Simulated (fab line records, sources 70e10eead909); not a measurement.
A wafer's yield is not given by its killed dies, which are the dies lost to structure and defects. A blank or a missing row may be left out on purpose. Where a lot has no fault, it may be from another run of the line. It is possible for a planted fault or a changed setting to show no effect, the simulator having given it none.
fab line records | flow nandHarc | part 1 of 2: steps 1 to 27 of 40
record: lots: 5 | wafers: 15 | lastDay: 23
route steps=1159 shown P_ZERO_WELL@12
lots that met no fault: from a run of the same line without faults
startH: start of the lot's first displayed wafer, in hours after the record's first day | waitH: hours since the lot's step before | " the same as in the row above | L1.1+2: a single row standing in for several wafers | - either no value or no given start | * or withheld: withheld | < > ~ a bound
route shown NAME@n: NAME is a module with steps in the file, n the number in the route of the first one | usual: average and standard deviation across the fault-free wafers | same: alike in all rows | chamber/n: place in a boat | sites: readings site by site | _std_site: the standard deviation of these | _edge_site: outer sites' mean less inner sites' | radiusMm: for every site, how far away it sits from the centre of the wafer | mask NAME#n: copy n | behind: the tool/chamber that last shaped the wafer | hold: what put the lot on hold/how long, in hours/how the hold closed | device: transistor that didn't switch, given as n, p or np | end of line: tests run on the same wafers once the route is complete | step lacking rows: just its recipe | killed: the dies lost at the first sort to structure and to defects; this is not the yield of the wafer | map: the dies of a wafer, with x for killed, . for not killed, _ for no die there
set.NAME: the setting as run; set.NAME@STEP: as run at that earlier step | model.NAME: the simulator's own value behind a step, which no gauge read
lots at some steps of the route; a table a step, a row a wafer
services: a tool's chamber out of use, with start hour (startH, from the record's first day; less than 0 if before it), hours out, and reason
== steps ==
step: NHARC_P_ZERO_WELL_PEB_09
recipe: pebTempC: 128 | pebTimeS: 80
usual: plateTempC: 127.98/0.14
lot.wafer | tool          | chamber | startH | waitH | plateTempC
L077.1    | lithoTrack-02 | 0       | 31.15  | 0.1   | 127.93
L077.3    | "             | 0       | "      | "     | 127.85
L077.4    | "             | 0       | "      | "     | 127.83
L081.3    | lithoTrack-03 | 0       | 55.17  | 0.1   | 127.84
L081.5    | "             | 0       | "      | "     | 128.09
L081.6    | "             | 0       | "      | "     | 128.03
L082.1    | lithoTrack-07 | 0       | 61.15  | 0.1   | 128.01
L082.5    | "             | 0       | "      | "     | 127.99
L082.6    | "             | 0       | "      | "     | 127.90
L092.3    | lithoTrack-03 | 0       | 121.18 | 0.1   | 127.91
L092.4    | "             | 0       | "      | "     | 127.84
L092.5    | "             | 0       | "      | "     | 128.06
L093.1    | lithoTrack-07 | 0       | 127.16 | 0.1   | 127.88
L093.2    | "             | 0       | "      | "     | 127.76
L093.6    | "             | 0       | "      | "     | 128.05
step: NHARC_P_ZERO_WELL_DEVELOP_10
recipe: timeS: 50 | devTempC: 22
lot.wafer  | tool          | chamber | startH | waitH
L077.1+3+4 | lithoTrack-02 | 0       | -      | -
L081.3+5+6 | lithoTrack-03 | 0       | -      | -
L082.1+5+6 | lithoTrack-07 | 0       | -      | -
L092.3+4+5 | lithoTrack-03 | 0       | -      | -
L093.1+2+6 | lithoTrack-07 | 0       | -      | -
step: NHARC_P_ZERO_WELL_CD_MEAS_11
recipe: targetCdNm: 500 | landingEnergyEv: 500
usual: cdNm: 500.0/1.3
lot.wafer | tool     | chamber | startH | waitH | cdNm
L077.1    | cdSem-03 | 0       | 31.24  | -     | 501.6
L077.3    | "        | 0       | "      | "     | 498.8
L077.4    | "        | 0       | "      | "     | 500.1
L081.3    | cdSem-03 | 0       | 55.25  | -     | 499.2
L081.5    | "        | 0       | "      | "     | 500.4
L081.6    | "        | 0       | "      | "     | 498.9
L082.1    | cdSem-03 | 0       | 61.23  | -     | 500.1
L082.5    | "        | 0       | "      | "     | 498.2
L082.6    | "        | 0       | "      | "     | 500.4
L092.3    | cdSem-03 | 0       | 121.27 | -     | 498.6
L092.4    | "        | 0       | "      | "     | 499.2
L092.5    | "        | 0       | "      | "     | 499.9
L093.1    | cdSem-01 | 0       | 127.25 | -     | 497.1
L093.2    | "        | 0       | "      | "     | 499.8
L093.6    | "        | 0       | "      | "     | 500.0
step: NHARC_P_ZERO_WELL_HARDBAKE_12
recipe: tempC: 118 | timeS: 65
usual: plateTempC: 118.02/0.14
lot.wafer | tool          | chamber | startH | waitH | plateTempC
L077.1    | lithoTrack-02 | 0       | 31.32  | -     | 117.77
L077.3    | "             | 0       | "      | "     | 117.88
L077.4    | "             | 0       | "      | "     | 117.88
L081.3    | lithoTrack-07 | 0       | 55.33  | -     | 117.88
L081.5    | "             | 0       | "      | "     | 117.82
L081.6    | "             | 0       | "      | "     | 117.89
L082.1    | lithoTrack-03 | 0       | 61.31  | -     | 117.80
L082.5    | "             | 0       | "      | "     | 117.96
L082.6    | "             | 0       | "      | "     | 117.96
L092.3    | lithoTrack-07 | 0       | 121.35 | -     | 117.99
L092.4    | "             | 0       | "      | "     | 117.97
L092.5    | "             | 0       | "      | "     | 117.86
L093.1    | lithoTrack-02 | 0       | 127.33 | -     | 118.21
L093.2    | "             | 0       | "      | "     | 117.96
L093.6    | "             | 0       | "      | "     | 117.93
step: NHARC_P_ZERO_WELL_DESCUM_13
recipe: timeS: 3 | o2FlowSccm: 200 | arFlowSccm: 0 | biasPowerW: 0 | chemistry: O2
usual: drypumpMotorCurrentA: 5.8/0.46 | oesProductAu: 1.000/0.0082 | rfVppV: 57.8/0.86 | showerheadPlenumPTorr: 1.91/0.068 | throttleValvePct: 11.312/0.0083
lot.wafer | tool       | chamber | startH | waitH | drypumpMotorCurrentA | oesProductAu | rfHoursCounterH | rfVppV | showerheadPlenumPTorr | throttleValvePct
L077.1    | rieDiel-03 | 2       | 31.39  | -     | 5.8                  | 1.012        | 9.4             | 56.8   | 1.92                  | 11.311
L077.4    | "          | 3       | "      | "     | 6.1                  | 0.997        | 11.8            | 59.2   | 1.95                  | 11.305
L077.3    | "          | 1       | "      | "     | 5.0                  | 0.992        | 10.6            | 58.6   | 2.00                  | 11.309
L081.3    | rieDiel-12 | 0       | 55.42  | -     | 6.4                  | 0.993        | 1.9             | 57.8   | 1.85                  | 11.322
L081.6    | "          | 2       | "      | "     | 5.4                  | 1.003        | -               | 58.1   | 1.79                  | 11.303
L081.5    | "          | 3       | "      | "     | 5.9                  | 1.011        | -               | 57.5   | 1.94                  | 11.317
L082.1    | rieDiel-12 | 1       | 61.40  | -     | 5.2                  | 1.006        | 2.7             | 58.1   | 1.94                  | 11.304
L082.6    | "          | 0       | "      | "     | 6.5                  | 0.986        | -               | 56.6   | 1.85                  | 11.312
L082.5    | "          | 1       | "      | "     | 5.2                  | 0.994        | -               | 59.3   | 1.94                  | 11.309
L092.3    | rieDiel-03 | 1       | 121.43 | -     | 5.0                  | 1.006        | 5.2             | 58.3   | 2.00                  | 11.315
L092.4    | "          | 3       | "      | "     | 6.1                  | 1.000        | 4.5             | 57.4   | 1.95                  | 11.321
L092.5    | "          | 2       | "      | "     | 5.9                  | 1.013        | -               | 57.1   | 1.91                  | 11.315
L093.1    | rieDiel-02 | 1       | 127.41 | -     | 6.4                  | 0.990        | 9.3             | 56.3   | 1.94                  | 11.342
L093.2    | "          | 2       | "      | "     | 5.8                  | 1.007        | 8.8             | 58.6   | 1.96                  | 11.312
L093.6    | "          | 1       | "      | "     | 6.4                  | 0.978        | -               | 58.3   | 1.94                  | 11.310
step: NHARC_P_ZERO_WELL_ETCH_65
recipe: targetDepthA: 800 | overetchA: 240 | timeS: 87.88 | ionEnergyEv: 200 | n2FlowSccm: 150 | h2FlowSccm: 150 | arFlowSccm: 0 | rfW: 400 | biasW: 150 | chemistry: N2/H2
usual: drypumpMotorCurrentA: 5.8/0.46 | oesProductAu: 1.000/0.0079 | rfVppV: 430.3/2.2 | showerheadPlenumPTorr: 2.03/0.076 | throttleValvePct: 14.171/0.0095
lot.wafer | tool       | chamber | startH | waitH | drypumpMotorCurrentA | oesProductAu | rfHoursCounterH | rfVppV | showerheadPlenumPTorr | throttleValvePct
L077.1    | rieDiel-03 | 1       | 31.49  | 0.1   | 5.0                  | 1.002        | 10.6            | 433.9  | 2.13                  | 14.166
L077.3    | "          | 2       | "      | "     | 5.8                  | 1.017        | 9.4             | 430.3  | 2.04                  | 14.167
L077.4    | "          | 3       | "      | "     | 6.1                  | 1.003        | 11.8            | 431.5  | 2.08                  | 14.170
L081.3    | rieDiel-12 | 2       | 55.49  | 0.1   | 5.4                  | 1.005        | 1.6             | 425.1  | 1.90                  | 14.167
L081.5    | "          | 2       | "      | "     | 5.4                  | 1.007        | -               | 425.9  | 1.90                  | 14.179
L081.6    | "          | 3       | "      | "     | 5.9                  | 0.993        | -               | 432.1  | 2.07                  | 14.178
L082.1    | rieDiel-12 | 3       | 61.48  | 0.1   | 5.9                  | 0.993        | 1.7             | 430.9  | 2.07                  | 14.174
L082.6    | "          | 3       | "      | "     | 5.9                  | 1.003        | -               | 430.5  | 2.06                  | 14.165
L082.5    | "          | 0       | "      | "     | 6.5                  | 0.994        | -               | 428.6  | 1.97                  | 14.171
L092.4    | rieDiel-03 | 3       | 121.52 | 0.1   | 6.1                  | 0.998        | 4.5             | 432.4  | 2.08                  | 14.142
L092.3    | "          | 1       | "      | "     | 5.0                  | 0.999        | 5.2             | 433.4  | 2.13                  | 14.164
L092.5    | "          | 0       | "      | "     | 6.1                  | 0.990        | -               | 428.7  | 1.99                  | 14.182
L093.1    | rieDiel-02 | 2       | 127.51 | 0.1   | 5.8                  | 1.012        | 8.8             | 433.1  | 2.09                  | 14.166
L093.2    | "          | 3       | "      | "     | 5.9                  | 1.003        | 9.8             | 434.8  | 2.17                  | 14.178
L093.6    | "          | 0       | "      | "     | 5.4                  | 1.005        | -               | 428.8  | 1.97                  | 14.185
step: NHARC_P_ZERO_WELL_ETCH_62
recipe: targetDepthA: 130 | timeS: 6.5 | chf3FlowSccm: 50 | arFlowSccm: 200 | rfW: 500 | biasW: 200 | chemistry: CHF3/Ar
usual: drypumpMotorCurrentA: 5.8/0.47 | oesProductAu: 0.963/0.016 | rfVppV: 370.4/2 | showerheadPlenumPTorr: 2.34/0.081 | throttleValvePct: 20.218/0.0086
lot.wafer | tool       | chamber | startH | waitH | drypumpMotorCurrentA | oesProductAu | rfHoursCounterH | rfVppV | showerheadPlenumPTorr | throttleValvePct
L077.1    | rieDiel-03 | 0       | -      | -     | 6.1                  | 0.985        | 11.7            | 370.6  | 2.29                  | 20.223
L077.3    | "          | 1       | "      | "     | 5.0                  | 0.974        | 10.7            | 373.6  | 2.44                  | 20.211
L077.4    | "          | 3       | "      | "     | 6.1                  | 0.966        | 11.8            | 372.4  | 2.39                  | 20.209
L081.3    | rieDiel-12 | 0       | -      | -     | 6.5                  | 0.975        | 1.9             | 369.9  | 2.27                  | 20.196
L081.5    | "          | 0       | "      | "     | 6.5                  | 0.973        | -               | 368.7  | 2.27                  | 20.227
L081.6    | "          | 1       | "      | "     | 5.2                  | 0.969        | -               | 371.2  | 2.38                  | 20.211
L082.1    | rieDiel-12 | 0       | -      | -     | 6.4                  | 0.931        | 2.3             | 367.6  | 2.27                  | 20.214
L082.6    | "          | 0       | "      | "     | 6.4                  | 0.944        | -               | 370.5  | 2.27                  | 20.225
L082.5    | "          | 1       | "      | "     | 5.2                  | 0.946        | -               | 371.0  | 2.38                  | 20.234
L092.4    | rieDiel-03 | 2       | -      | -     | 5.9                  | 0.926        | 4.1             | 370.4  | 2.34                  | 20.233
L092.3    | "          | 3       | "      | "     | 6.1                  | 0.928        | 4.5             | 371.0  | 2.39                  | 20.220
L092.5    | "          | 2       | "      | "     | 5.8                  | 0.928        | -               | 370.4  | 2.34                  | 20.225
L093.1    | rieDiel-02 | 0       | -      | -     | 5.4                  | 0.980        | 6.6             | 369.8  | 2.27                  | 20.199
L093.2    | "          | 3       | "      | "     | 6.0                  | 0.984        | 9.8             | 373.2  | 2.48                  | 20.224
L093.6    | "          | 0       | "      | "     | 5.4                  | 0.976        | -               | 368.6  | 2.27                  | 20.214
step: NHARC_P_ZERO_WELL_ETCH_63
recipe: targetDepthA: 1200 | timeS: 40.1 | hbrFlowSccm: 150 | cl2FlowSccm: 50 | rfW: 400 | icpW: 400 | biasW: 100 | chemistry: HBr/Cl2
usual: drypumpMotorCurrentA: 5.9/0.38 | oesProductAu: 0.999/0.0073 | throttleValvePct: 26.406/0.0084
lot.wafer | tool     | chamber | startH | waitH | drypumpMotorCurrentA | oesProductAu | rfHoursCounterH | throttleValvePct
L077.1    | rieSi-02 | 1       | 31.66  | -     | 5.9                  | 0.985        | 1.3             | 26.414
L077.3    | "        | 2       | "      | "     | 5.9                  | 0.997        | 1.3             | 26.400
L077.4    | "        | 3       | "      | "     | 6.2                  | 0.993        | 1.1             | 26.396
L081.3    | rieSi-02 | 3       | 55.67  | -     | 6.2                  | 0.999        | 0.1             | 26.400
L081.6    | "        | 2       | "      | "     | 5.9                  | 0.999        | -               | 26.408
L081.5    | "        | 3       | "      | "     | 6.2                  | 1.003        | -               | 26.394
L082.1    | rieSi-05 | 1       | 61.65  | -     | 5.4                  | 1.008        | 1.3             | 26.397
L082.6    | "        | 1       | "      | "     | 5.4                  | 1.005        | -               | 26.401
L082.5    | "        | 2       | "      | "     | 6.5                  | 0.991        | -               | 26.385
L092.3    | rieSi-05 | 0       | 121.71 | -     | 6.3                  | 1.001        | 0.4             | 26.397
L092.5    | "        | 0       | "      | "     | 6.3                  | 1.010        | -               | 26.422
L092.4    | "        | 1       | "      | "     | 5.4                  | 1.004        | -               | 26.405
L093.1    | rieSi-02 | 3       | 127.67 | -     | 6.2                  | 0.998        | 0.8             | 26.398
L093.2    | "        | 2       | "      | "     | 5.9                  | 0.999        | 0.8             | 26.392
L093.6    | "        | 0       | "      | "     | 6.3                  | 1.002        | -               | 26.410
step: NHARC_P_ZERO_WELL_STRIP_15
recipe: timeS: 900 | tempC: 130 | chemistry: SPM
usual: bathHeatDutyPct: 15.4/1.5
lot.wafer | tool        | chamber | startH | waitH | bathHeatDutyPct
L077.4    | wetBench-09 | 2       | 31.81  | -     | 16.6
L077.3    | "           | 3       | "      | "     | 13.8
L077.1    | "           | 6       | "      | "     | 17.3
L081.6    | wetBench-09 | 3       | 55.81  | -     | 14.1
L081.5    | "           | 5       | "      | "     | 16.4
L081.3    | "           | 6       | "      | "     | 16.7
L082.1    | wetBench-09 | 0       | 61.80  | -     | 14.8
L082.5    | "           | 1       | "      | "     | 13.0
L082.6    | "           | 4       | "      | "     | 17.2
L092.5    | wetBench-09 | 3       | 121.86 | -     | 13.4
L092.4    | "           | 5       | "      | "     | 15.5
L092.3    | "           | 6       | "      | "     | 17.1
L093.2    | wetBench-03 | 0       | 127.82 | -     | 16.5
L093.6    | "           | 4       | "      | "     | 13.6
L093.1    | "           | 5       | "      | "     | 14.2
step: NHARC_P_ZERO_WELL_DEHYDRATE_16
recipe: tempC: 150 | timeS: 120
usual: plateTempC: 149.99/0.16
lot.wafer | tool          | chamber | startH | waitH | plateTempC
L077.1    | lithoTrack-07 | 0       | 32.16  | -     | 149.81
L077.3    | "             | 0       | "      | "     | 149.89
L077.4    | "             | 0       | "      | "     | 149.99
L081.3    | lithoTrack-07 | 0       | 56.16  | -     | 149.91
L081.5    | "             | 0       | "      | "     | 149.86
L081.6    | "             | 0       | "      | "     | 150.21
L082.1    | lithoTrack-03 | 0       | 62.15  | -     | 150.12
L082.5    | "             | 0       | "      | "     | 149.75
L082.6    | "             | 0       | "      | "     | 149.94
L092.3    | lithoTrack-02 | 0       | 122.22 | -     | 149.82
L092.4    | "             | 0       | "      | "     | 149.94
L092.5    | "             | 0       | "      | "     | 149.86
L093.1    | lithoTrack-03 | 0       | 128.17 | -     | 149.98
L093.2    | "             | 0       | "      | "     | 150.05
L093.6    | "             | 0       | "      | "     | 149.75
step: NHARC_P_ZERO_WELL_HMDS_17
recipe: timeS: 30
lot.wafer  | tool          | chamber | startH | waitH
L077.1+3+4 | lithoTrack-07 | 0       | -      | -
L081.3+5+6 | lithoTrack-07 | 0       | -      | -
L082.1+5+6 | lithoTrack-03 | 0       | -      | -
L092.3+4+5 | lithoTrack-02 | 0       | -      | -
L093.1+2+6 | lithoTrack-03 | 0       | -      | -
step: NHARC_P_ZERO_WELL_COAT_18
recipe: spinRpm: withheld
lot.wafer  | tool          | chamber | startH | waitH
L077.1+3+4 | lithoTrack-07 | 0       | -      | -
L081.3+5+6 | lithoTrack-07 | 0       | -      | -
L082.1+5+6 | lithoTrack-03 | 0       | -      | -
L092.3+4+5 | lithoTrack-02 | 0       | -      | -
L093.1+2+6 | lithoTrack-03 | 0       | -      | -
step: NHARC_P_ZERO_WELL_SOFTBAKE_19
recipe: tempC: 122 | timeS: 95
usual: plateTempC: 122.01/0.12
lot.wafer | tool          | chamber | startH | waitH | plateTempC
L077.1    | lithoTrack-07 | 0       | -      | -     | 122.00
L077.3    | "             | 0       | "      | "     | 121.88
L077.4    | "             | 0       | "      | "     | 122.26
L081.3    | lithoTrack-07 | 0       | -      | -     | 122.13
L081.5    | "             | 0       | "      | "     | 122.05
L081.6    | "             | 0       | "      | "     | 122.19
L082.1    | lithoTrack-03 | 0       | -      | -     | 121.93
L082.5    | "             | 0       | "      | "     | 122.03
L082.6    | "             | 0       | "      | "     | 121.93
L092.3    | lithoTrack-02 | 0       | -      | -     | 122.03
L092.4    | "             | 0       | "      | "     | 122.17
L092.5    | "             | 0       | "      | "     | 122.11
L093.1    | lithoTrack-03 | 0       | -      | -     | 121.92
L093.2    | "             | 0       | "      | "     | 122.13
L093.6    | "             | 0       | "      | "     | 122.15
step: NHARC_P_ZERO_WELL_EBR_20
lot.wafer  | tool          | chamber | startH | waitH
L077.1+3+4 | lithoTrack-07 | 0       | -      | -
L081.3+5+6 | lithoTrack-07 | 0       | -      | -
L082.1+5+6 | lithoTrack-03 | 0       | -      | -
L092.3+4+5 | lithoTrack-02 | 0       | -      | -
L093.1+2+6 | lithoTrack-03 | 0       | -      | -
step: NHARC_P_ZERO_WELL_EXPOSE_21
recipe: na: 0.6 | targetCdNm: 720 | doseMj: 22.31 | maskId: P_NWELL
same: na: 0.6
lot.wafer  | tool          | chamber | startH | waitH | mask
L077.1+3+4 | krfScanner-03 | 0       | 32.44  | -     | P_NWELL#0
L081.3+5+6 | krfScanner-02 | 0       | 56.44  | -     | P_NWELL#0
L082.1+5+6 | krfScanner-03 | 0       | 62.42  | -     | P_NWELL#0
L092.3+4+5 | krfScanner-03 | 0       | 122.37 | -     | P_NWELL#0
L093.1+2+6 | krfScanner-03 | 0       | 128.31 | -     | P_NWELL#0
step: NHARC_P_ZERO_WELL_PEB_22
recipe: pebTempC: 118 | pebTimeS: 85
usual: plateTempC: 118.00/0.12
lot.wafer | tool          | chamber | startH | waitH | plateTempC
L077.1    | lithoTrack-03 | 0       | 32.51  | 0.1   | 118.04
L077.3    | "             | 0       | "      | "     | 117.74
L077.4    | "             | 0       | "      | "     | 117.87
L081.3    | lithoTrack-03 | 0       | 56.50  | 0.1   | 118.03
L081.5    | "             | 0       | "      | "     | 118.04
L081.6    | "             | 0       | "      | "     | 118.11
L082.1    | lithoTrack-07 | 0       | 62.48  | 0.1   | 117.85
L082.5    | "             | 0       | "      | "     | 117.70
L082.6    | "             | 0       | "      | "     | 117.93
L092.3    | lithoTrack-03 | 0       | 122.43 | 0.1   | 117.88
L092.4    | "             | 0       | "      | "     | 117.95
L092.5    | "             | 0       | "      | "     | 118.17
L093.1    | lithoTrack-03 | 0       | 128.38 | 0.1   | 118.17
L093.2    | "             | 0       | "      | "     | 118.24
L093.6    | "             | 0       | "      | "     | 117.98
step: NHARC_P_ZERO_WELL_DEVELOP_23
recipe: timeS: 70
lot.wafer  | tool          | chamber | startH | waitH
L077.1+3+4 | lithoTrack-03 | 0       | -      | -
L081.3+5+6 | lithoTrack-03 | 0       | -      | -
L082.1+5+6 | lithoTrack-07 | 0       | -      | -
L092.3+4+5 | lithoTrack-03 | 0       | -      | -
L093.1+2+6 | lithoTrack-03 | 0       | -      | -
step: NHARC_P_ZERO_WELL_CD_MEAS_24
recipe: targetCdNm: 720 | landingEnergyEv: 500
usual: cdNm: 720.5/1.5
lot.wafer | tool     | chamber | startH | waitH | cdNm
L077.1    | cdSem-02 | 0       | 32.60  | -     | 719.5
L077.3    | "        | 0       | "      | "     | 721.6
L077.4    | "        | 0       | "      | "     | 722.0
L081.3    | cdSem-01 | 0       | 56.59  | -     | 718.6
L081.5    | "        | 0       | "      | "     | 720.7
L081.6    | "        | 0       | "      | "     | 719.3
L082.1    | cdSem-02 | 0       | 62.57  | -     | 719.9
L082.5    | "        | 0       | "      | "     | 720.5
L082.6    | "        | 0       | "      | "     | 721.3
L092.3    | cdSem-01 | 0       | 122.52 | -     | 719.7
L092.4    | "        | 0       | "      | "     | 720.1
L092.5    | "        | 0       | "      | "     | 718.5
L093.1    | cdSem-01 | 0       | 128.47 | -     | 722.6
L093.2    | "        | 0       | "      | "     | 720.7
L093.6    | "        | 0       | "      | "     | 719.8
step: NHARC_P_ZERO_WELL_HARDBAKE_25
recipe: tempC: 125 | timeS: 80
usual: plateTempC: 125.00/0.15
lot.wafer | tool          | chamber | startH | waitH | plateTempC
L077.1    | lithoTrack-07 | 0       | 32.68  | -     | 124.90
L077.3    | "             | 0       | "      | "     | 124.94
L077.4    | "             | 0       | "      | "     | 125.02
L081.3    | lithoTrack-07 | 0       | 56.67  | -     | 124.98
L081.5    | "             | 0       | "      | "     | 124.99
L081.6    | "             | 0       | "      | "     | 125.10
L082.1    | lithoTrack-03 | 0       | 62.65  | -     | 125.00
L082.5    | "             | 0       | "      | "     | 125.13
L082.6    | "             | 0       | "      | "     | 125.12
L092.3    | lithoTrack-07 | 0       | 122.60 | -     | 125.09
L092.4    | "             | 0       | "      | "     | 125.16
L092.5    | "             | 0       | "      | "     | 125.26
L093.1    | lithoTrack-03 | 0       | 128.55 | -     | 124.79
L093.2    | "             | 0       | "      | "     | 124.61
L093.6    | "             | 0       | "      | "     | 125.07
step: NHARC_P_ZERO_WELL_DESCUM_26
recipe: timeS: 3 | o2FlowSccm: 200 | arFlowSccm: 0 | biasPowerW: 0 | chemistry: O2
usual: drypumpMotorCurrentA: 5.8/0.41 | oesProductAu: 1.000/0.0078 | rfVppV: 57.8/0.81 | showerheadPlenumPTorr: 1.93/0.064 | throttleValvePct: 11.311/0.0091
lot.wafer | tool       | chamber | startH | waitH | drypumpMotorCurrentA | oesProductAu | rfHoursCounterH | rfVppV | showerheadPlenumPTorr | throttleValvePct
L077.1    | rieDiel-02 | 3       | 32.76  | -     | 6.0                  | 1.004        | 3.0             | 58.3   | 2.03                  | 11.309
L077.3    | "          | 0       | "      | "     | 5.4                  | 1.009        | 2.1             | 57.6   | 1.85                  | 11.306
L077.4    | "          | 1       | "      | "     | 6.4                  | 0.995        | 2.7             | 58.6   | 1.94                  | 11.299
L081.3    | rieDiel-12 | 3       | 56.75  | -     | 5.9                  | 1.004        | 1.4             | 58.4   | 1.94                  | 11.320
L081.6    | "          | 3       | "      | "     | 5.9                  | 0.996        | -               | 58.3   | 1.94                  | 11.303
L081.5    | "          | 0       | "      | "     | 6.5                  | 0.984        | -               | 58.0   | 1.85                  | 11.313
L082.1    | rieDiel-03 | 0       | 62.77  | -     | 6.1                  | 1.000        | 1.4             | 58.4   | 1.87                  | 11.293
L082.5    | "          | 1       | "      | "     | 5.0                  | 0.994        | -               | 57.9   | 2.00                  | 11.314
L082.6    | "          | 2       | "      | "     | 5.9                  | 1.006        | -               | 56.3   | 1.92                  | 11.314
L092.4    | rieDiel-02 | 3       | 122.68 | -     | 5.9                  | 0.997        | 9.7             | 56.5   | 2.03                  | 11.327
L092.3    | "          | 0       | "      | "     | 5.5                  | 0.993        | 6.5             | 58.5   | 1.85                  | 11.310
L092.5    | "          | 3       | "      | "     | 6.0                  | 0.995        | -               | 58.2   | 2.03                  | 11.310
L093.2    | rieDiel-02 | 1       | 128.63 | -     | 6.4                  | 0.981        | 9.3             | 58.7   | 1.94                  | 11.308
L093.1    | "          | 2       | "      | "     | 5.8                  | 0.999        | 8.8             | 59.5   | 1.96                  | 11.315
L093.6    | "          | 2       | "      | "     | 5.9                  | 0.992        | -               | 58.1   | 1.96                  | 11.313
step: NHARC_P_ZERO_WELL_IMPLANT_27
recipe: energyKev: 600 | doseCm2: 1e+13 | tiltDeg: 7
lot.wafer  | tool         | chamber | startH | waitH
L077.1+3+4 | implanter-01 | 0       | 32.91  | 0.1
L081.3+5+6 | implanter-01 | 0       | 56.95  | 0.2
L082.1+5+6 | implanter-02 | 0       | 62.88  | 0.1
L092.3+4+5 | implanter-01 | 0       | 122.89 | 0.2
L093.1+2+6 | implanter-02 | 0       | 128.78 | 0.1
step: NHARC_P_ZERO_WELL_IMPLANT_57
recipe: energyKev: 250 | doseCm2: 4e+12 | tiltDeg: 7
lot.wafer  | tool         | chamber | startH | waitH
L077.1+3+4 | implanter-01 | 0       | 33.09  | 0.1
L081.3+5+6 | implanter-01 | 0       | 57.14  | 0.2
L082.1+5+6 | implanter-02 | 0       | 63.06  | 0.1
L092.3+4+5 | implanter-01 | 0       | 123.06 | 0.1
L093.1+2+6 | implanter-02 | 0       | 128.96 | 0.1
step: NHARC_P_ZERO_WELL_IMPLANT_58
recipe: energyKev: 100 | doseCm2: 2e+12 | tiltDeg: 7
lot.wafer  | tool         | chamber | startH | waitH
L077.1+3+4 | implanter-01 | 0       | 33.26  | 0.1
L081.3+5+6 | implanter-01 | 0       | 57.32  | 0.2
L082.1+5+6 | implanter-02 | 0       | 63.24  | 0.2
L092.3+4+5 | implanter-01 | 0       | 123.24 | 0.1
L093.1+2+6 | implanter-02 | 0       | 129.14 | 0.2
step: NHARC_P_ZERO_WELL_STRIP_28
recipe: timeS: 840 | tempC: 130 | chemistry: SPM
usual: bathHeatDutyPct: 15.4/1.6
lot.wafer | tool        | chamber | startH | waitH | bathHeatDutyPct
L077.1    | wetBench-04 | 2       | 33.48  | 0.2   | 14.2
L077.4    | "           | 5       | "      | "     | 14.4
L077.3    | "           | 6       | "      | "     | 17.9
L081.3    | wetBench-04 | 3       | 57.47  | 0.1   | 14.5
L081.6    | "           | 6       | "      | "     | 18.2
L081.5    | "           | 0       | "      | "     | 17.4
L082.6    | wetBench-03 | 1       | 63.45  | 0.0   | 15.9
L082.5    | "           | 2       | "      | "     | 15.5
L082.1    | "           | 4       | "      | "     | 12.9
L092.4    | wetBench-03 | 4       | 123.42 | 0.1   | 13.9
L092.5    | "           | 5       | "      | "     | 13.9
L092.3    | "           | 6       | "      | "     | 16.0
L093.6    | wetBench-04 | 3       | 129.36 | 0.0   | 14.5
L093.2    | "           | 4       | "      | "     | 15.8
L093.1    | "           | 7       | "      | "     | 14.4
step: NHARC_P_ZERO_WELL_DEHYDRATE_29
recipe: tempC: 150 | timeS: 120
usual: plateTempC: 150.03/0.15
lot.wafer | tool          | chamber | startH | waitH | plateTempC
L077.1    | lithoTrack-07 | 0       | 33.81  | -     | 149.84
L077.3    | "             | 0       | "      | "     | 150.25
L077.4    | "             | 0       | "      | "     | 150.16
L081.3    | lithoTrack-03 | 0       | 57.82  | -     | 150.10
L081.5    | "             | 0       | "      | "     | 150.16
L081.6    | "             | 0       | "      | "     | 150.12
L082.1    | lithoTrack-07 | 0       | 63.79  | -     | 150.18
L082.5    | "             | 0       | "      | "     | 150.18
L082.6    | "             | 0       | "      | "     | 150.14
L092.3    | lithoTrack-03 | 0       | 123.73 | -     | 149.79
L092.4    | "             | 0       | "      | "     | 150.03
L092.5    | "             | 0       | "      | "     | 149.95
L093.1    | lithoTrack-07 | 0       | 129.68 | -     | 149.73
L093.2    | "             | 0       | "      | "     | 149.94
L093.6    | "             | 0       | "      | "     | 150.02
step: NHARC_P_ZERO_WELL_HMDS_30
recipe: timeS: 30
lot.wafer  | tool          | chamber | startH | waitH
L077.1+3+4 | lithoTrack-07 | 0       | -      | -
L081.3+5+6 | lithoTrack-03 | 0       | -      | -
L082.1+5+6 | lithoTrack-07 | 0       | -      | -
L092.3+4+5 | lithoTrack-03 | 0       | -      | -
L093.1+2+6 | lithoTrack-07 | 0       | -      | -
step: NHARC_P_ZERO_WELL_COAT_31
recipe: spinRpm: withheld
lot.wafer  | tool          | chamber | startH | waitH
L077.1+3+4 | lithoTrack-07 | 0       | -      | -
L081.3+5+6 | lithoTrack-03 | 0       | -      | -
L082.1+5+6 | lithoTrack-07 | 0       | -      | -
L092.3+4+5 | lithoTrack-03 | 0       | -      | -
L093.1+2+6 | lithoTrack-07 | 0       | -      | -
